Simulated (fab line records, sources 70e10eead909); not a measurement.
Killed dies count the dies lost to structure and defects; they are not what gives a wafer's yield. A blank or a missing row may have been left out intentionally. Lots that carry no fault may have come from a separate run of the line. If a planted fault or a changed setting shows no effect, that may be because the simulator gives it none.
Which tool was responsible?	flow nand harc	Sampling: 24 lots, 72 wafers, 5 of 1302 route steps

WHAT THE GAUGES READ, wafer by wafer
NHARC_P_M1_THK_MEAS_24: measures by xrf.
lot	measured	on	thk nm (nm)
L074	day 6 15:53	film metro-01	157.9 158.1 155.3
L075	day 6 16:27	film metro-01	158.8 158.4 159.3
L076	day 7 08:22	film metro-02	157.3 154.8 156.0
L077	day 7 09:55	film metro-02	157.2 157.6 155.5
L078	day 8 02:39	film metro-02	156.8 157.2 161.4
L079	day 8 11:08	film metro-02	159.6 156.6 158.2
L080	day 9 06:23	film metro-02	158.2 157.7 155.4
L081	day 9 07:24	film metro-02	157.2 157.6 156.4
L082	day 9 20:10	film metro-02	159.8 159.0 156.9
L083	day 10 00:47	film metro-01	158.2 156.5 159.6
L084	day 10 08:56	film metro-01	159.0 163.0 159.4
L085	day 10 19:58	film metro-01	157.9 158.8 157.9
L086	day 11 02:38	film metro-02	161.4 159.9 161.0
L087	day 11 20:21	film metro-01	156.9 160.8 161.1
L088	day 12 09:22	film metro-02	159.2 157.5 159.9
L089	day 12 10:31	film metro-01	155.9 154.5 155.6
L090	day 13 00:58	film metro-02	158.9 157.7 156.5
L091	day 13 05:31	film metro-01	156.2 159.0 159.7
L092	day 13 21:23	film metro-01	157.6 158.6 156.3
L093	day 14 05:07	film metro-01	159.3 159.5 158.5
L094	day 14 17:34	film metro-02	155.8 155.6 160.0
L095	day 15 16:04	film metro-02	155.1 158.3 158.0
L096	day 15 18:22	film metro-01	158.3 155.3 158.9
L097	day 16 04:02	film metro-01	161.9 159.2 155.6

NHARC_P_M2_CD_MEAS_16.
lot	measured	on	cd nm (nm)
L074	day 6 17:55	cd sem-01	169.7 170.9 171.8
L075	day 6 18:32	cd sem-03	172.0 170.5 170.5
L076	day 7 10:17	cd sem-01	170.6 170.6 168.8
L077	day 7 11:58	cd sem-02	170.5 169.9 171.1
L078	day 8 04:37	cd sem-02	170.7 171.5 170.8
L079	day 8 13:04	cd sem-03	170.7 169.5 171.3
L080	day 9 08:25	cd sem-02	168.4 168.2 167.7
L081	day 9 09:21	cd sem-01	169.0 170.4 172.4
L082	day 9 22:23	cd sem-02	171.2 170.8 169.8
L083	day 10 02:49	cd sem-02	169.4 170.3 171.6
L084	day 10 10:59	cd sem-01	168.6 170.1 170.5
L085	day 10 22:01	cd sem-02	170.7 169.5 167.3
L086	day 11 04:41	cd sem-02	171.4 170.9 170.8
L087	day 11 22:24	cd sem-03	169.7 171.7 169.2
L088	day 12 11:23	cd sem-01	170.6 170.6 171.2
L089	day 12 12:32	cd sem-03	168.6 169.8 170.4
L090	day 13 02:53	cd sem-02	170.4 169.8 168.8
L091	day 13 07:34	cd sem-01	170.7 169.8 171.4
L092	day 13 23:35	cd sem-03	170.9 167.5 170.2
L093	day 14 07:09	cd sem-03	170.6 171.8 168.9
L094	day 14 19:37	cd sem-02	171.1 172.3 172.0
L095	day 15 18:06	cd sem-01	171.9 169.3 169.6
L096	day 15 20:25	cd sem-02	171.9 171.9 171.4
L097	day 16 06:07	cd sem-01	170.2 170.5 170.4

NHARC_P_M2_THK_MEAS_24: measures by xrf.
lot	measured	on	thk nm (nm)
L074	day 6 20:04	film metro-01	144.4 143.1 144.1
L075	day 6 20:38	film metro-01	141.5 146.6 144.6
L076	day 7 12:22	film metro-02	144.6 142.3 146.0
L077	day 7 14:04	film metro-01	142.6 145.7 144.2
L078	day 8 07:04	film metro-02	142.0 145.1 142.8
L079	day 8 15:11	film metro-01	143.3 145.5 144.4
L080	day 9 11:56	film metro-02	142.0 145.2 147.5
L081	day 9 11:56	film metro-01	143.6 142.2 142.2
L082	day 10 01:04	film metro-01	141.5 144.1 141.6
L083	day 10 04:56	film metro-01	143.6 145.4 144.4
L084	day 10 13:07	film metro-02	147.3 144.9 141.8
L085	day 11 00:07	film metro-02	145.6 147.9 145.4
L086	day 11 06:47	film metro-01	143.0 143.3 143.4
L087	day 12 00:31	film metro-02	145.3 147.2 145.9
L088	day 12 13:33	film metro-01	140.4 143.9 143.4
L089	day 12 14:39	film metro-01	143.3 141.9 143.6
L090	day 13 05:01	film metro-01	143.9 147.2 148.9
L091	day 13 09:50	film metro-01	144.2 144.8 145.8
L092	day 14 01:43	film metro-02	144.6 144.4 145.8
L093	day 14 09:20	film metro-01	144.0 143.6 143.3
L094	day 14 21:47	film metro-01	141.3 142.9 142.2
L095	day 15 20:14	film metro-01	148.9 146.9 144.0
L096	day 15 22:34	film metro-02	141.8 146.6 144.4
L097	day 16 08:14	film metro-01	144.4 146.3 146.6

TOOL THAT RAN EACH LOT (tool first, then ch and the chambers of the sampled wafers, then the start)
lot	NHARC_P_M1_DEGAS_29	NHARC_P_M2_PVD_20
L074	pvd sputter-02, day 6 14:30	pvd sputter-03, day 6 20:04 or earlier
L075	pvd sputter-03, day 6 15:02	pvd sputter-01, day 6 20:38 or earlier
L076	pvd sputter-01, day 7 06:58	pvd sputter-01, day 7 12:22 or earlier
L077	pvd sputter-02, day 7 08:31	pvd sputter-02, day 7 14:04 or earlier
L078	pvd sputter-03, day 8 01:14	pvd sputter-02, day 8 07:04 or earlier
L079	pvd sputter-02, day 8 09:44	pvd sputter-01, day 8 15:11 or earlier
L080	pvd sputter-02, day 9 04:59	pvd sputter-03, day 9 11:56 or earlier
L081	pvd sputter-01, day 9 05:59	pvd sputter-03, day 9 11:56 or earlier
L082	pvd sputter-02, day 9 18:35	pvd sputter-02, day 10 01:04 or earlier
L083	pvd sputter-02, day 9 22:58	pvd sputter-02, day 10 04:56 or earlier
L084	pvd sputter-01, day 10 07:32	pvd sputter-03, day 10 13:07 or earlier
L085	pvd sputter-02, day 10 18:35	pvd sputter-03, day 11 00:07 or earlier
L086	pvd sputter-03, day 11 01:15	pvd sputter-03, day 11 06:47 or earlier
L087	pvd sputter-01, day 11 18:56	pvd sputter-02, day 12 00:31 or earlier
L088	pvd sputter-02, day 12 07:58	pvd sputter-02, day 12 13:33 or earlier
L089	pvd sputter-01, day 12 09:07	pvd sputter-03, day 12 14:39 or earlier
L090	pvd sputter-03, day 12 23:33	pvd sputter-03, day 13 05:01 or earlier
L091	pvd sputter-01, day 13 04:07	pvd sputter-01, day 13 09:50 or earlier
L092	pvd sputter-03, day 13 19:58	pvd sputter-02, day 14 01:43 or earlier
L093	pvd sputter-02, day 14 03:44	pvd sputter-02, day 14 09:20 or earlier
L094	pvd sputter-01, day 14 16:10	pvd sputter-01, day 14 21:47 or earlier
L095	pvd sputter-03, day 15 14:37	pvd sputter-03, day 15 20:14 or earlier
L096	pvd sputter-03, day 15 16:51	pvd sputter-03, day 15 22:34 or earlier
L097	pvd sputter-03, day 16 02:20	pvd sputter-01, day 16 08:14 or earlier
- NHARC_P_M1_DEGAS_29: time 60 s.
- NHARC_P_M2_PVD_20: deposits TaN, target thk 5 nm, time 8.06 s.

WHAT THE TOOLS THEMSELVES READ (means of the sampled wafers that have a number; where no wafer has one, the mark that the record gives instead)
NHARC_P_M1_DEGAS_29.
lot	tool	heater power w (W)
L074	pvd sputter-02	333
L075	pvd sputter-03	320
L076	pvd sputter-01	359
L077	pvd sputter-02	303
L078	pvd sputter-03	324
L079	pvd sputter-02	307
L080	pvd sputter-02	305
L081	pvd sputter-01	360
L082	pvd sputter-02	293
L083	pvd sputter-02	319
L084	pvd sputter-01	347
L085	pvd sputter-02	306
L086	pvd sputter-03	337
L087	pvd sputter-01	376
L088	pvd sputter-02	306
L089	pvd sputter-01	343
L090	pvd sputter-03	329
L091	pvd sputter-01	344
L092	pvd sputter-03	332
L093	pvd sputter-02	322
L094	pvd sputter-01	335
L095	pvd sputter-03	335
L096	pvd sputter-03	335
L097	pvd sputter-03	336

NHARC_P_M2_PVD_20.
lot	tool	bias v (V)	throttle valve pct (%)
L074	pvd sputter-03	168.3	29.8
L075	pvd sputter-01	169.4	29.7
L076	pvd sputter-01	169.0	31.2
L077	pvd sputter-02	167.8	29.9
L078	pvd sputter-02	169.4	29.9
L079	pvd sputter-01	167.8	30.0
L080	pvd sputter-03	168.5	29.8
L081	pvd sputter-03	168.4	30.1
L082	pvd sputter-02	167.6	30.0
L083	pvd sputter-02	168.1	30.3
L084	pvd sputter-03	168.1	29.6
L085	pvd sputter-03	168.3	30.3
L086	pvd sputter-03	171.3	29.8
L087	pvd sputter-02	169.2	30.1
L088	pvd sputter-02	169.1	30.1
L089	pvd sputter-03	170.5	30.3
L090	pvd sputter-03	167.6	30.2
L091	pvd sputter-01	170.2	30.2
L092	pvd sputter-02	169.8	29.5
L093	pvd sputter-02	168.2	29.4
L094	pvd sputter-01	169.3	28.9
L095	pvd sputter-03	167.2	29.7
L096	pvd sputter-03	168.0	29.8
L097	pvd sputter-01	168.9	29.9

THE ANSWER, worked out from the rows above alone
Rule: the lots themselves supply what counts as usual. The widest of any qualifying gaps counts: lots, ordered by their means at a reading, are off when they make up no more than a third of the lots, leave a main group of 4 or more, and stand apart from it by 3 or more times the standard deviation of that group's means. The tables above print the reading to a certain number of digits; a main group whose means all agree to those digits is not used. A lot without any number at a reading at which 4 lots or more have one is off too. The other lots that the step has rows for count as sound. Order of review: gauges by route order, followed by the tools' own readings, for which a lot's mean as printed above is used. The first step at which some lot is off is used, and at that step the reading that is off furthest; a lot without a number counts as furthest.
None of the lots is off at any reading shown; this tells nothing.

WHAT WAS PUT IN BY THE SIMULATOR
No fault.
